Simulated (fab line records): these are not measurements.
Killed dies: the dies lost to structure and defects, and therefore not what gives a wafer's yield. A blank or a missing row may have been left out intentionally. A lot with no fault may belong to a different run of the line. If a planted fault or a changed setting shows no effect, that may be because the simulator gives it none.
fab line records + flow n5-finfet + part 2 of 2: steps 20 to 28 of 28
[record]
- lots = 5
- wafers = 15
- last-day = 18
route steps=1938 shown BEOL_M6@1197
lots untouched by any fault: they come from a run of this same line in which no faults occurred
start-h: hours from the record's opening day to when the first of the lot's shown wafers began + wait-h: hours elapsed since this lot's preceding step + " unchanged from the row above + L1.1+2: a row that stands for several wafers + - either no value or no given start + * or withheld: withheld + < > ~ a bound
route shown NAME@n: NAME is a module with steps in the file, n the number in the route of the first one + usual: average and standard deviation across the fault-free wafers + same: alike in all rows + chamber/n: place in a boat + sites: the reading at each site + _std_site: the values' standard deviation + _edge_site: inner sites' mean taken away from outer sites' mean + radius-mm: for every site, how far away it sits from the centre of the wafer + mask NAME#n: copy n + behind: the tool/chamber that last shaped the wafer + hold: why the lot was held/for how many hours/how that ended + device: which transistor (n, p or np) failed to switch + end of line: tests run on the same wafers once the route is complete + where a step has no rows: the recipe by itself + killed: dies lost to structure and defects at the first sort, not the wafer's yield + map: dies across one wafer; x = killed, . = not, _ = none there
set.NAME: the setting as run; set.NAME@STEP: as run at that earlier step + model.NAME: the simulator's own value behind a step, which no gauge read
lots at some steps of the route; a table a step, a row a wafer
services: a tool's chamber out of use, with start hour (start-h, from the record's first day; less than 0 if before it), hours out, and reason
[[steps]]
[step N5_BEOL_M6_STRIP_19]
[recipe]
- chemistry = O2
- power-w = 400
- temp-c = 40
- pressure-mtorr = 30
- rf-frequency-hz = 6e+07
- bias-power-w = 0
- overash-fraction = 0.2
- o2-flow-sccm = 225
[usual]
- drypump-motor-current-A = 5.8/0.41
- oes-product-au = 0.79/0.1
- rf-vpp-V = 3.6/0.65
- showerhead-plenum-p-Torr = 2.12/0.079
- throttle-valve-pct = 16.71/0.3
| lot.wafer | tool        | chamber | start-h | wait-h | drypump-motor-current-A | oes-product-au | rf-hours-counter-h | rf-vpp-V | showerhead-plenum-p-Torr | throttle-valve-pct |
|-----------|-------------|---------|---------|--------|-------------------------|----------------|--------------------|----------|--------------------------|--------------------|
| L074.4    | rie-diel-03 | 1       | 184.14  | 0.2    | 6.1                     | 0.67           | -                  | 5.1      | 2.06                     | 16.61              |
| L074.5    | "           | 0       | "       | "      | 6.2                     | 0.69           | -                  | 3.4      | 2.17                     | 16.93              |
| L074.6    | "           | 2       | "       | "      | 5.2                     | 0.69           | -                  | 2.4      | 2.08                     | 17.12              |
| L084.1    | rie-diel-01 | 3       | 236.49  | 0.1    | 5.7                     | 0.90           | 30                 | 3.0      | 2.23                     | 16.88              |
| L084.2    | "           | 1       | "       | "      | 6.1                     | 0.86           | 58                 | 4.0      | 2.12                     | 16.41              |
| L084.3    | "           | 2       | "       | "      | 5.6                     | 0.86           | 63                 | 2.9      | 2.13                     | 16.52              |
| L089.2    | rie-diel-05 | 0       | 266.03  | 0.1    | 6.1                     | 0.92           | 14                 | 3.0      | 2.24                     | 16.25              |
| L089.3    | "           | 2       | "       | "      | 6.2                     | 0.71           | 211                | 3.6      | 2.17                     | 17.00              |
| L089.4    | "           | 2       | "       | "      | 6.1                     | 0.71           | -                  | 4.6      | 2.17                     | 17.02              |
| L091.1    | rie-diel-01 | 1       | 282.47  | 0.1    | 6.1                     | 0.83           | 72                 | 2.4      | 2.11                     | 16.42              |
| L091.5    | "           | 2       | "       | "      | 5.5                     | 0.83           | -                  | 3.2      | 2.12                     | 16.55              |
| L091.6    | "           | 1       | "       | "      | 6.1                     | 0.84           | -                  | 3.8      | 2.11                     | 16.41              |
| L094.2    | rie-diel-05 | 1       | 334.52  | 0.2    | 5.5                     | 0.89           | 23                 | 3.0      | 2.04                     | 16.41              |
| L094.3    | "           | 3       | "       | "      | 6.1                     | 1.00           | 3                  | 4.7      | 2.25                     | 16.42              |
| L094.6    | "           | 3       | "       | "      | 6.1                     | 1.00           | -                  | 3.8      | 2.25                     | 16.41              |
[step N5_BEOL_M6_CD_MEAS_18]
[recipe]
- pitch-nm = 80
- target-cd-nm = 40
[usual]
- cd-nm = 39.8/0.7
| lot.wafer | tool      | chamber | start-h | wait-h | cd-nm |
|-----------|-----------|---------|---------|--------|-------|
| L074.4    | cd-sem-01 | -       | 184.19  | 0.0    | 40.0  |
| L074.5    | "         | -       | "       | "      | 40.8  |
| L074.6    | "         | -       | "       | "      | 40.1  |
| L084.1    | cd-sem-02 | -       | 236.56  | 0.0    | 39.9  |
| L084.2    | "         | -       | "       | "      | 39.4  |
| L084.3    | "         | -       | "       | "      | 39.3  |
| L089.2    | cd-sem-02 | -       | 266.10  | 0.1    | 39.9  |
| L089.3    | "         | -       | "       | "      | 39.0  |
| L089.4    | "         | -       | "       | "      | 38.2  |
| L091.1    | cd-sem-01 | -       | 282.54  | 0.0    | 40.1  |
| L091.5    | "         | -       | "       | "      | 39.8  |
| L091.6    | "         | -       | "       | "      | 39.9  |
| L094.2    | cd-sem-02 | -       | 334.59  | 0.1    | 38.7  |
| L094.3    | "         | -       | "       | "      | 38.5  |
| L094.6    | "         | -       | "       | "      | 39.0  |
[step N5_BEOL_M6_COAT_63]
[recipe]
- resist = SOC
- temp-c = 250
- time-s = 60
- spin-rpm = 1500
- resist-thk-nm = 60
[usual]
- chill-plate-temp-C = 22.99/0.11
- spin-speed-rpm = 1500.0/0.96
| lot.wafer | tool           | chamber | start-h | wait-h | chill-plate-temp-C | spin-speed-rpm |
|-----------|----------------|---------|---------|--------|--------------------|----------------|
| L074.4    | litho-track-02 | 0       | 184.23  | 0.0    | 23.02              | 1497.9         |
| L074.5    | "              | 0       | "       | "      | 22.99              | 1499.7         |
| L074.6    | "              | 0       | "       | "      | 22.96              | 1498.1         |
| L084.1    | litho-track-01 | 0       | 236.60  | 0.0    | 23.10              | 1502.0         |
| L084.2    | "              | 0       | "       | "      | 23.17              | 1501.2         |
| L084.3    | "              | 0       | "       | "      | 23.03              | 1501.5         |
| L089.2    | litho-track-02 | 0       | 268.16  | 2.1    | 22.92              | 1499.3         |
| L089.3    | "              | 0       | "       | "      | 23.03              | 1499.8         |
| L089.4    | "              | 0       | "       | "      | 22.81              | 1500.9         |
| L091.1    | litho-track-04 | 0       | 284.20  | 1.7    | 23.03              | 1499.4         |
| L091.5    | "              | 0       | "       | "      | 22.83              | 1500.0         |
| L091.6    | "              | 0       | "       | "      | 23.05              | 1500.6         |
| L094.2    | litho-track-04 | 0       | 334.63  | 0.0    | 23.31              | 1500.1         |
| L094.3    | "              | 0       | "       | "      | 23.03              | 1499.9         |
| L094.6    | "              | 0       | "       | "      | 22.89              | 1501.5         |
[step N5_BEOL_M6_COAT_64]
[recipe]
- resist = SiARC
- temp-c = 220
- time-s = 60
- spin-rpm = 1500
- resist-thk-nm = 12
[usual]
- chill-plate-temp-C = 22.98/0.11
- spin-speed-rpm = 1500.0/1
| lot.wafer | tool           | chamber | start-h | wait-h | chill-plate-temp-C | spin-speed-rpm |
|-----------|----------------|---------|---------|--------|--------------------|----------------|
| L074.4    | litho-track-02 | 0       | -       | -      | 22.89              | 1500.9         |
| L074.5    | "              | 0       | "       | "      | 22.82              | 1500.7         |
| L074.6    | "              | 0       | "       | "      | 22.81              | 1500.4         |
| L084.1    | litho-track-01 | 0       | -       | -      | 23.05              | 1498.4         |
| L084.2    | "              | 0       | "       | "      | 22.86              | 1499.9         |
| L084.3    | "              | 0       | "       | "      | 22.95              | 1499.1         |
| L089.2    | litho-track-02 | 0       | -       | -      | 22.89              | 1500.6         |
| L089.3    | "              | 0       | "       | "      | 23.10              | 1500.8         |
| L089.4    | "              | 0       | "       | "      | 23.06              | 1501.8         |
| L091.1    | litho-track-04 | 0       | -       | -      | 23.05              | 1500.3         |
| L091.5    | "              | 0       | "       | "      | 23.15              | 1499.2         |
| L091.6    | "              | 0       | "       | "      | 23.05              | 1500.8         |
| L094.2    | litho-track-04 | 0       | -       | -      | 23.07              | 1498.7         |
| L094.3    | "              | 0       | "       | "      | 23.01              | 1500.1         |
| L094.6    | "              | 0       | "       | "      | 22.94              | 1500.6         |
[step N5_BEOL_M6_COAT_71]
[recipe]
- resist = underlayer
- temp-c = 205
- time-s = 60
- spin-rpm = 1500
- resist-thk-nm = 5
[usual]
- chill-plate-temp-C = 22.98/0.11
- spin-speed-rpm = 1499.9/0.97
| lot.wafer | tool           | chamber | start-h | wait-h | chill-plate-temp-C | spin-speed-rpm |
|-----------|----------------|---------|---------|--------|--------------------|----------------|
| L074.4    | litho-track-02 | 0       | -       | -      | 22.89              | 1500.5         |
| L074.5    | "              | 0       | "       | "      | 23.10              | 1499.5         |
| L074.6    | "              | 0       | "       | "      | 23.02              | 1497.6         |
| L084.1    | litho-track-01 | 0       | -       | -      | 22.96              | 1501.0         |
| L084.2    | "              | 0       | "       | "      | 22.78              | 1500.9         |
| L084.3    | "              | 0       | "       | "      | 22.92              | 1501.6         |
| L089.2    | litho-track-02 | 0       | -       | -      | 22.90              | 1499.7         |
| L089.3    | "              | 0       | "       | "      | 22.91              | 1500.4         |
| L089.4    | "              | 0       | "       | "      | 22.87              | 1498.7         |
| L091.1    | litho-track-04 | 0       | -       | -      | 22.98              | 1500.7         |
| L091.5    | "              | 0       | "       | "      | 22.90              | 1501.7         |
| L091.6    | "              | 0       | "       | "      | 22.91              | 1501.0         |
| L094.2    | litho-track-04 | 0       | -       | -      | 22.90              | 1498.4         |
| L094.3    | "              | 0       | "       | "      | 23.04              | 1501.6         |
| L094.6    | "              | 0       | "       | "      | 22.93              | 1499.8         |
[step N5_BEOL_M6_COAT_22]
[recipe]
- resist = CAR-EUV
- spin-rpm = 1500
- resist-thk-nm = 30
[usual]
- chill-plate-temp-C = 23.00/0.1
- spin-speed-rpm = 1500.1/0.88
| lot.wafer | tool           | chamber | start-h | wait-h | chill-plate-temp-C | spin-speed-rpm |
|-----------|----------------|---------|---------|--------|--------------------|----------------|
| L074.4    | litho-track-02 | 0       | -       | -      | 23.04              | 1499.8         |
| L074.5    | "              | 0       | "       | "      | 22.91              | 1500.2         |
| L074.6    | "              | 0       | "       | "      | 23.20              | 1500.3         |
| L084.1    | litho-track-01 | 0       | -       | -      | 23.14              | 1500.3         |
| L084.2    | "              | 0       | "       | "      | 23.03              | 1501.6         |
| L084.3    | "              | 0       | "       | "      | 23.07              | 1500.6         |
| L089.2    | litho-track-02 | 0       | -       | -      | 22.81              | 1501.0         |
| L089.3    | "              | 0       | "       | "      | 23.09              | 1502.4         |
| L089.4    | "              | 0       | "       | "      | 22.78              | 1500.9         |
| L091.1    | litho-track-04 | 0       | -       | -      | 23.00              | 1500.8         |
| L091.5    | "              | 0       | "       | "      | 23.02              | 1500.3         |
| L091.6    | "              | 0       | "       | "      | 22.96              | 1499.4         |
| L094.2    | litho-track-04 | 0       | -       | -      | 23.03              | 1498.5         |
| L094.3    | "              | 0       | "       | "      | 23.11              | 1499.1         |
| L094.6    | "              | 0       | "       | "      | 23.05              | 1500.2         |
[step N5_BEOL_M6_EBR_24]
[recipe]
- solvent = PGMEA
- ebr-width-mm = 1.5
[usual]
- chill-plate-temp-C = 23.01/0.11
| lot.wafer | tool           | chamber | start-h | wait-h | chill-plate-temp-C |
|-----------|----------------|---------|---------|--------|--------------------|
| L074.4    | litho-track-02 | 0       | -       | -      | 22.93              |
| L074.5    | "              | 0       | "       | "      | 22.89              |
| L074.6    | "              | 0       | "       | "      | 22.98              |
| L084.1    | litho-track-01 | 0       | -       | -      | 22.93              |
| L084.2    | "              | 0       | "       | "      | 22.94              |
| L084.3    | "              | 0       | "       | "      | 23.00              |
| L089.2    | litho-track-02 | 0       | -       | -      | 22.83              |
| L089.3    | "              | 0       | "       | "      | 22.99              |
| L089.4    | "              | 0       | "       | "      | 22.99              |
| L091.1    | litho-track-04 | 0       | -       | -      | 23.13              |
| L091.5    | "              | 0       | "       | "      | 23.30              |
| L091.6    | "              | 0       | "       | "      | 23.24              |
| L094.2    | litho-track-04 | 0       | -       | -      | 23.01              |
| L094.3    | "              | 0       | "       | "      | 22.74              |
| L094.6    | "              | 0       | "       | "      | 22.88              |
[step N5_BEOL_M6_SOFTBAKE_23]
[recipe]
- temp-c = 110
- time-s = 60
- resist = CAR-EUV
[usual]
- chill-plate-temp-C = 22.97/0.11
| lot.wafer | tool           | chamber | start-h | wait-h | chill-plate-temp-C |
|-----------|----------------|---------|---------|--------|--------------------|
| L074.4    | litho-track-02 | 0       | -       | -      | 22.98              |
| L074.5    | "              | 0       | "       | "      | 23.01              |
| L074.6    | "              | 0       | "       | "      | 22.92              |
| L084.1    | litho-track-01 | 0       | -       | -      | 22.96              |
| L084.2    | "              | 0       | "       | "      | 22.88              |
| L084.3    | "              | 0       | "       | "      | 22.97              |
| L089.2    | litho-track-02 | 0       | -       | -      | 23.14              |
| L089.3    | "              | 0       | "       | "      | 23.15              |
| L089.4    | "              | 0       | "       | "      | 23.03              |
| L091.1    | litho-track-04 | 0       | -       | -      | 22.90              |
| L091.5    | "              | 0       | "       | "      | 22.74              |
| L091.6    | "              | 0       | "       | "      | 22.93              |
| L094.2    | litho-track-04 | 0       | -       | -      | 22.78              |
| L094.3    | "              | 0       | "       | "      | 22.91              |
| L094.6    | "              | 0       | "       | "      | 22.89              |
[step N5_BEOL_M6_EXPOSE_25]
[recipe]
- mask-id = V5
- na = 0.33
- source-shape = annular
- sigma-inner = 0.4
- sigma-outer = 0.8
- polarization = unpolarized
- target-cd-nm = 40
- dose-mj = 45
[usual]
- stage-msd-nm = 0.848/0.02
| lot.wafer | tool           | chamber | start-h | wait-h | mask | stage-msd-nm |
|-----------|----------------|---------|---------|--------|------|--------------|
| L074.4    | euv-scanner-01 | 0       | 184.51  | -      | V5#0 | 0.886        |
| L074.5    | "              | 0       | "       | "      | V5#0 | 0.888        |
| L074.6    | "              | 0       | "       | "      | V5#0 | 0.887        |
| L084.1    | euv-scanner-02 | 0       | 236.73  | -      | V5#0 | 0.833        |
| L084.2    | "              | 0       | "       | "      | V5#0 | 0.832        |
| L084.3    | "              | 0       | "       | "      | V5#0 | 0.831        |
| L089.2    | euv-scanner-02 | 0       | 268.60  | -      | V5#0 | 0.838        |
| L089.3    | "              | 0       | "       | "      | V5#0 | 0.836        |
| L089.4    | "              | 0       | "       | "      | V5#0 | 0.838        |
| L091.1    | euv-scanner-01 | 0       | 284.46  | -      | V5#0 | 0.859        |
| L091.5    | "              | 0       | "       | "      | V5#0 | 0.861        |
| L091.6    | "              | 0       | "       | "      | V5#0 | 0.859        |
| L094.2    | euv-scanner-01 | 0       | 334.77  | -      | V5#0 | 0.847        |
| L094.3    | "              | 0       | "       | "      | V5#0 | 0.849        |
| L094.6    | "              | 0       | "       | "      | V5#0 | 0.845        |
[[services]]
| tool            | chamber | start-h | hours | kind   |
|-----------------|---------|---------|-------|--------|
| arfi-scanner-01 | -       | 165.48  | 1.3   | pm     |
| arfi-scanner-02 | -       | 173.52  | 1.0   | pm     |
| rie-diel-05     | 0       | 175.21  | 1.2   | repair |
| euv-scanner-01  | -       | 176.18  | 1.0   | pm     |
| euv-scanner-02  | -       | 185.55  | 1.0   | pm     |
| pecvd-03        | -       | 189.70  | 2.8   | pm     |
| arfi-scanner-02 | -       | 212.02  | 0.8   | pm     |
| rie-diel-01     | -       | 216.73  | 1.2   | repair |
| euv-scanner-01  | -       | 218.91  | 0.8   | repair |
| rie-metal-02    | -       | 221.84  | 2.8   | pm     |
| arfi-scanner-02 | -       | 232.26  | 1.3   | pm     |
| euv-scanner-01  | -       | 232.33  | 1.0   | pm     |
| rie-diel-05     | 1       | 237.91  | 6.5   | repair |
| euv-scanner-01  | -       | 252.45  | 0.2   | repair |
| rie-diel-03     | 0       | 258.93  | 7.9   | repair |
| rie-diel-03     | 1       | 266.71  | 8.6   | repair |
| rie-diel-03     | 1       | 289.50  | 8.2   | repair |
| euv-scanner-01  | -       | 292.07  | 1.0   | pm     |
| euv-scanner-01  | -       | 308.43  | 4.6   | pm     |
| rie-diel-05     | 1       | 308.63  | 4.9   | repair |
| rie-diel-03     | 2       | 309.62  | 9.7   | repair |
| arfi-scanner-02 | -       | 310.60  | 0.8   | pm     |
| rie-metal-02    | -       | 314.27  | 1.4   | pm     |
| rie-diel-05     | 1       | 329.31  | 1.2   | repair |
